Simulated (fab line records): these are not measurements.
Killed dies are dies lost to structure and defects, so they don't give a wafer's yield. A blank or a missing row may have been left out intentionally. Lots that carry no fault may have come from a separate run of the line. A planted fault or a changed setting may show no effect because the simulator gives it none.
Comparing a struck lot with a sound one + flow n5Finfet + 15 out of 1938 route steps
Sound: the wafers L544.2, L544.3, L544.4. Struck: wafer L546.2 (left out: L546.3, L546.4 of the same lot, which were not struck); the cause appears at the end.
Order at every step that has rows: each side's tool, ch and its chambers, its first start. Under that, the readings that differ: sound wafers + struck wafers + difference of the means + sigmas: that difference in standard deviations of wafers without a fault.
alike: same words and numbers on both sides, and readings whose means sit less than 2 such deviations apart. not compared: any withheld reading, any reading some wafer has no value for, any bound like >300 that may hide the same value, and any number with overlapping values for which the record gives no deviation.
Wherever a step has rows on one side only, a row that says differs or no value, or a row with sigmas, the two part there. Non-overlapping numbers with no deviation appear without sigmas and do not part them. A reading missing from all wafers of one side parts the sides only when that side holds two or more wafers.

N5_BEOL_M8_TRENCH_ETCH_37: etches SiCOH lowk in C4F6/O2, target depth 93.478 nm, time 31.2 s.
  sound on rieDiel-06 ch 0,3; struck on rieDiel-04 ch 0
| reading                      | sound          | struck | difference | sigmas |
|------------------------------|----------------|--------|------------|--------|
| drypumpMotorCurrentA (A)     | 6.5 6.7 6.6    | 5.6    | -1.0       | -2     |
| showerheadPlenumPTorr (Torr) | 2.71 2.81 2.81 | 3.04   | +0.26      | +2     |
  alike: oesProductAu, rfFwdPowerW, rfVppV, throttleValvePct
  not compared: rfHoursCounterH
N5_BEOL_M8_ETCH_41: etches SiCN in CH3F/O2, target depth 31.9 nm, time 57.8 s.
  sound on rieDiel-06 ch 0,3; struck on rieDiel-04 ch 0
| reading                  | sound             | struck | difference | sigmas |
|--------------------------|-------------------|--------|------------|--------|
| drypumpMotorCurrentA (A) | 6.4 6.6 6.6       | 5.6    | -0.9       | -2     |
| rfVppV (V)               | 297.0 294.9 296.3 | 299.8  | +3.7       | +2     |
  alike: oesProductAu, rfFwdPowerW, showerheadPlenumPTorr, throttleValvePct
  not compared: rfHoursCounterH
N5_BEOL_M8_STRIP_80: strips in N2/H2, time 10 s.
  sound on rieDiel-06 ch 0,3; struck on rieDiel-04 ch 0
| reading                      | sound          | struck | difference | sigmas |
|------------------------------|----------------|--------|------------|--------|
| drypumpMotorCurrentA (A)     | 6.5 6.7 6.7    | 5.7    | -0.9       | -2     |
| showerheadPlenumPTorr (Torr) | 2.45 2.46 2.46 | 2.71   | +0.25      | +2     |
  alike: oesProductAu, rfVppV, tempC, throttleValvePct
  not compared: rfHoursCounterH
N5_BEOL_M8_OCD_MEAS_38:
  sound on ocd-02, day 13 16:22; struck on ocd-01, day 13 23:56
  alike: trenchDepthNm
then, 4 steps without rows for these wafers: N5_BEOL_M8_HM_STRIP_39 (strips TiN in peroxide tin strip, target depth 25 nm, time 158 s); N5_BEOL_M8_SRD_40 (time 30 s); N5_BEOL_M8_PRECLEAN_42 (cleans in residue remover, time 60 s); N5_BEOL_M8_SRD_43 (time 30 s).
N5_BEOL_M8_CD_MEAS_35: the cd target is 40 nm.
  sound on cdSem-03, day 13 16:32; struck on cdSem-03, day 14 00:16
  alike: cdNm
N5_BEOL_M8_CURE_75: cures SiCOH lowk, time 120 s.
  sound on uvCure-03 ch 1, day 13 16:40; struck on uvCure-01 ch 2, day 14 00:21
| reading          | sound             | struck | difference | sigmas |
|------------------|-------------------|--------|------------|--------|
| wafer_temp_C_max | 370.9 371.0 371.3 | 372.8  | +1.7       | +3     |
  alike: lampPowerPct
then, 1 step without rows for these wafers: N5_BEOL_M8_DEGAS_44 (time 60 s).
N5_BEOL_M8_PRE_CLEAN_45: time 30 s.
  sound on pvdSputter-03, day 13 17:20; struck on pvdSputter-03, day 14 00:51
  alike: heaterPowerW
N5_BEOL_M8_ALD_77: deposits TaN, target thk 2 nm, pulse time 2 s, purge time 3 s.
  sound on aldMetal-02 ch 1,2,3, day 13 17:32; struck on aldMetal-03 ch 1, day 14 00:55
| reading            | sound          | struck | difference | sigmas |
|--------------------|----------------|--------|------------|--------|
| purgeTimeS (s)     | 3 3 3          | 2.8438 | -0.1562    |        |
| sinceWetCleanH (h) | 3045 3045 3045 | 4591   | +1546      |        |
  alike: heaterPowerW
next, for these wafers, 1 step has no rows: N5_BEOL_M8_SURFACE_TREAT_79.
-- here the record skips 3 days between the struck wafers' starts before and after, leaving off in module BEOL_M8 and picking up in module PASSIVATION (first step shown: number 1936 of the route) --
N5_PASSIVATION_PROBE_49:
  the record has rows for the struck wafers here (prober-02, day 17 11:13) and none for the sound ones

## WHERE THEY PART
Earliest at N5_BEOL_M8_TRENCH_ETCH_37; latest, in this record, at N5_PASSIVATION_PROBE_49.

WHY: whatever the simulator had introduced
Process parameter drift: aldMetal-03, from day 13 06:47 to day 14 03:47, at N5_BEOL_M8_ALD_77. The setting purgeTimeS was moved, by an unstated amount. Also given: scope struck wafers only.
